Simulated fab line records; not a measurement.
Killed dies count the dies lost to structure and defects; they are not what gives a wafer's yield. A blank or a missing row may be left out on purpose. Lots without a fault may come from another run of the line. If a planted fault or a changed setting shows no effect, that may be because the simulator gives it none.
Which tool did it? || flow n5 finfet || 38 wafers from 13 lots sampled at 4 of the route's 1938 steps

== WHAT EACH GAUGE READ, for each wafer ==
N5_BEOL_M12_THK_MEAS_50: measures by xrf. Usual: M12_THK gives 314 nm (standard deviation 6).
{"lot": "L807", "measured": "day 11 12:02", "on": "film metro-02", "M12_THK (nm)": "316 316 308", "flag": ""}
{"lot": "L805", "measured": "day 11 14:39", "on": "film metro-01", "M12_THK (nm)": "310 308", "flag": ""}
{"lot": "L806", "measured": "day 11 15:50", "on": "film metro-01", "M12_THK (nm)": "317 318 307", "flag": ""}
{"lot": "L809", "measured": "day 12 14:01", "on": "film metro-01", "M12_THK (nm)": "309 315 316", "flag": ""}
{"lot": "L810", "measured": "day 12 14:15", "on": "film metro-01", "M12_THK (nm)": "313 306 323", "flag": ""}
{"lot": "L811", "measured": "day 12 15:20", "on": "film metro-01", "M12_THK (nm)": "318 316 318", "flag": ""}
{"lot": "L814", "measured": "day 13 12:26", "on": "film metro-02", "M12_THK (nm)": "324 311 315", "flag": ""}
{"lot": "L815", "measured": "day 13 17:32", "on": "film metro-01", "M12_THK (nm)": "304 311 321", "flag": ""}
{"lot": "L817", "measured": "day 14 02:51", "on": "film metro-01", "M12_THK (nm)": "326 319 326", "flag": ""}
{"lot": "L819", "measured": "day 14 23:53", "on": "film metro-01", "M12_THK (nm)": "330 321 318", "flag": ""}
{"lot": "L825", "measured": "day 16 03:42", "on": "film metro-02", "M12_THK (nm)": "315 314 308", "flag": ""}
{"lot": "L826", "measured": "day 16 06:16", "on": "film metro-01", "M12_THK (nm)": "308 316 312", "flag": ""}
{"lot": "L827", "measured": "day 16 15:52", "on": "film metro-02", "M12_THK (nm)": "322 320 316", "flag": ""}

N5_BEOL_M12_INSPECT_55: inspects for defects (darkfield). Usual: raw defect count reads 72 (standard deviation 23).
{"lot": "L807", "measured": "day 11 12:11", "on": "defect inspect-02", "raw defect count": "69 35 46", "flag": ""}
{"lot": "L805", "measured": "day 11 14:49", "on": "defect inspect-01", "raw defect count": "141 91", "flag": ""}
{"lot": "L806", "measured": "day 11 15:59", "on": "defect inspect-01", "raw defect count": "84 126 74", "flag": ""}
{"lot": "L809", "measured": "day 12 14:10", "on": "defect inspect-02", "raw defect count": "73 52 54", "flag": ""}
{"lot": "L810", "measured": "day 12 14:24", "on": "defect inspect-02", "raw defect count": "105 74 91", "flag": ""}
{"lot": "L811", "measured": "day 12 15:29", "on": "defect inspect-01", "raw defect count": "70 78 58", "flag": ""}
{"lot": "L814", "measured": "day 13 12:35", "on": "defect inspect-01", "raw defect count": "62 85 75", "flag": ""}
{"lot": "L815", "measured": "day 13 17:41", "on": "defect inspect-01", "raw defect count": "73 105 94", "flag": ""}
{"lot": "L817", "measured": "day 14 03:00", "on": "defect inspect-01", "raw defect count": "77 73 62", "flag": ""}
{"lot": "L819", "measured": "day 15 00:02", "on": "defect inspect-02", "raw defect count": "73 85 87", "flag": ""}
{"lot": "L825", "measured": "day 16 03:52", "on": "defect inspect-01", "raw defect count": "61 66 110", "flag": ""}
{"lot": "L826", "measured": "day 16 06:25", "on": "defect inspect-02", "raw defect count": "60 70 86", "flag": ""}
{"lot": "L827", "measured": "day 16 16:01", "on": "defect inspect-02", "raw defect count": "66 39 42", "flag": ""}

== TOOL THAT RAN EACH LOT (tool first, then ch and the chambers of the sampled wafers, then the start) ==
{"lot": "L807", "N5_BEOL_M12_PRE_CLEAN_42": "pvd sputter-02, day 11 10:59", "N5_BEOL_M12_SPUTTER_43": "pvd sputter-02, day 11 11:01"}
{"lot": "L805", "N5_BEOL_M12_PRE_CLEAN_42": "pvd sputter-02, day 11 13:36", "N5_BEOL_M12_SPUTTER_43": "pvd sputter-02, day 11 13:38"}
{"lot": "L806", "N5_BEOL_M12_PRE_CLEAN_42": "pvd sputter-02, day 11 14:14", "N5_BEOL_M12_SPUTTER_43": "pvd sputter-02, day 11 14:17"}
{"lot": "L809", "N5_BEOL_M12_PRE_CLEAN_42": "pvd sputter-01, day 12 11:58", "N5_BEOL_M12_SPUTTER_43": "pvd sputter-01, day 12 12:00"}
{"lot": "L810", "N5_BEOL_M12_PRE_CLEAN_42": "pvd sputter-03, day 12 12:16", "N5_BEOL_M12_SPUTTER_43": "pvd sputter-03, day 12 12:18"}
{"lot": "L811", "N5_BEOL_M12_PRE_CLEAN_42": "pvd sputter-01, day 12 14:17", "N5_BEOL_M12_SPUTTER_43": "pvd sputter-01, day 12 14:19"}
{"lot": "L814", "N5_BEOL_M12_PRE_CLEAN_42": "pvd sputter-02, day 13 11:14", "N5_BEOL_M12_SPUTTER_43": "pvd sputter-02, day 13 11:17"}
{"lot": "L815", "N5_BEOL_M12_PRE_CLEAN_42": "pvd sputter-03, day 13 15:40", "N5_BEOL_M12_SPUTTER_43": "pvd sputter-03, day 13 15:42"}
{"lot": "L817", "N5_BEOL_M12_PRE_CLEAN_42": "pvd sputter-02, day 14 01:48", "N5_BEOL_M12_SPUTTER_43": "pvd sputter-02, day 14 01:50"}
{"lot": "L819", "N5_BEOL_M12_PRE_CLEAN_42": "pvd sputter-02, day 14 22:49", "N5_BEOL_M12_SPUTTER_43": "pvd sputter-02, day 14 22:52"}
{"lot": "L825", "N5_BEOL_M12_PRE_CLEAN_42": "pvd sputter-01, day 16 02:39", "N5_BEOL_M12_SPUTTER_43": "pvd sputter-01, day 16 02:41"}
{"lot": "L826", "N5_BEOL_M12_PRE_CLEAN_42": "pvd sputter-01, day 16 05:02", "N5_BEOL_M12_SPUTTER_43": "pvd sputter-01, day 16 05:04"}
{"lot": "L827", "N5_BEOL_M12_PRE_CLEAN_42": "pvd sputter-03, day 16 14:45", "N5_BEOL_M12_SPUTTER_43": "pvd sputter-03, day 16 14:47"}
- N5_BEOL_M12_PRE_CLEAN_42: time 30 s.
- N5_BEOL_M12_SPUTTER_43: material TaN, target thk 15 nm, time 24.19 s.

== WHAT THE TOOLS THEMSELVES READ (means of the sampled wafers that have a number; where no wafer has one, the mark that the record gives instead) ==
N5_BEOL_M12_PRE_CLEAN_42. Usual: heater power w reads 339 W (standard deviation 35).
{"lot": "L807", "tool": "pvd sputter-02", "heater power w (W)": 322, "flag": ""}
{"lot": "L805", "tool": "pvd sputter-02", "heater power w (W)": 366, "flag": ""}
{"lot": "L806", "tool": "pvd sputter-02", "heater power w (W)": 349, "flag": ""}
{"lot": "L809", "tool": "pvd sputter-01", "heater power w (W)": 332, "flag": ""}
{"lot": "L810", "tool": "pvd sputter-03", "heater power w (W)": 343, "flag": ""}
{"lot": "L811", "tool": "pvd sputter-01", "heater power w (W)": 319, "flag": ""}
{"lot": "L814", "tool": "pvd sputter-02", "heater power w (W)": 355, "flag": ""}
{"lot": "L815", "tool": "pvd sputter-03", "heater power w (W)": 337, "flag": ""}
{"lot": "L817", "tool": "pvd sputter-02", "heater power w (W)": 313, "flag": ""}
{"lot": "L819", "tool": "pvd sputter-02", "heater power w (W)": 351, "flag": ""}
{"lot": "L825", "tool": "pvd sputter-01", "heater power w (W)": 313, "flag": ""}
{"lot": "L826", "tool": "pvd sputter-01", "heater power w (W)": 330, "flag": ""}
{"lot": "L827", "tool": "pvd sputter-03", "heater power w (W)": 350, "flag": ""}

N5_BEOL_M12_SPUTTER_43. Usual: cathode dc power W 15000 W, standard deviation 2.8; throttle valve pct 29.9 %, standard deviation 1.2.
{"lot": "L807", "tool": "pvd sputter-02", "cathode dc power W (W)": 14998, "throttle valve pct (%)": 30.1, "flag": ""}
{"lot": "L805", "tool": "pvd sputter-02", "cathode dc power W (W)": 15002, "throttle valve pct (%)": 29.2, "flag": ""}
{"lot": "L806", "tool": "pvd sputter-02", "cathode dc power W (W)": 14997, "throttle valve pct (%)": 30.2, "flag": ""}
{"lot": "L809", "tool": "pvd sputter-01", "cathode dc power W (W)": 15003, "throttle valve pct (%)": 30.2, "flag": ""}
{"lot": "L810", "tool": "pvd sputter-03", "cathode dc power W (W)": 15000, "throttle valve pct (%)": 30.0, "flag": ""}
{"lot": "L811", "tool": "pvd sputter-01", "cathode dc power W (W)": 15000, "throttle valve pct (%)": 30.7, "flag": ""}
{"lot": "L814", "tool": "pvd sputter-02", "cathode dc power W (W)": 14997, "throttle valve pct (%)": 29.2, "flag": ""}
{"lot": "L815", "tool": "pvd sputter-03", "cathode dc power W (W)": 15002, "throttle valve pct (%)": 30.1, "flag": ""}
{"lot": "L817", "tool": "pvd sputter-02", "cathode dc power W (W)": 13990, "throttle valve pct (%)": 29.3, "flag": "OFF"}
{"lot": "L819", "tool": "pvd sputter-02", "cathode dc power W (W)": 13992, "throttle valve pct (%)": 29.2, "flag": "OFF"}
{"lot": "L825", "tool": "pvd sputter-01", "cathode dc power W (W)": 15004, "throttle valve pct (%)": 31.5, "flag": ""}
{"lot": "L826", "tool": "pvd sputter-01", "cathode dc power W (W)": 14998, "throttle valve pct (%)": 30.3, "flag": ""}
{"lot": "L827", "tool": "pvd sputter-03", "cathode dc power W (W)": 14999, "throttle valve pct (%)": 29.4, "flag": ""}

== THE ANSWER, worked out from the rows above alone ==
Rule: lot off if the mean of its wafers having a number is beyond 3 standard deviations from the usual mean. A lot without any number at a reading at which 4 lots or more have one is off too. Where the step has rows for the other lots, those lots are counted as sound. Order of review: gauges by route order, followed by the tools' own readings, for which a lot's mean as printed above is used. At the first step where some lot is off, the reading lying furthest off is the one used; lots without a number count as furthest.
Off: L817, L819, at N5_BEOL_M12_SPUTTER_43 (cathode dc power W).
A tool fits if, at that step or a process step before it, it ran every lot that is off, and no sound lot after the first of them. One fits: pvd sputter-02 at N5_BEOL_M12_PRE_CLEAN_42 and N5_BEOL_M12_SPUTTER_43. At N5_BEOL_M12_PRE_CLEAN_42 its last sound lot is L814 (day 13 11:14), its first lot that is off L817 (day 14 01:48): a fault that began between those two fits.

== WHAT THE SIMULATOR HAD PUT IN ==
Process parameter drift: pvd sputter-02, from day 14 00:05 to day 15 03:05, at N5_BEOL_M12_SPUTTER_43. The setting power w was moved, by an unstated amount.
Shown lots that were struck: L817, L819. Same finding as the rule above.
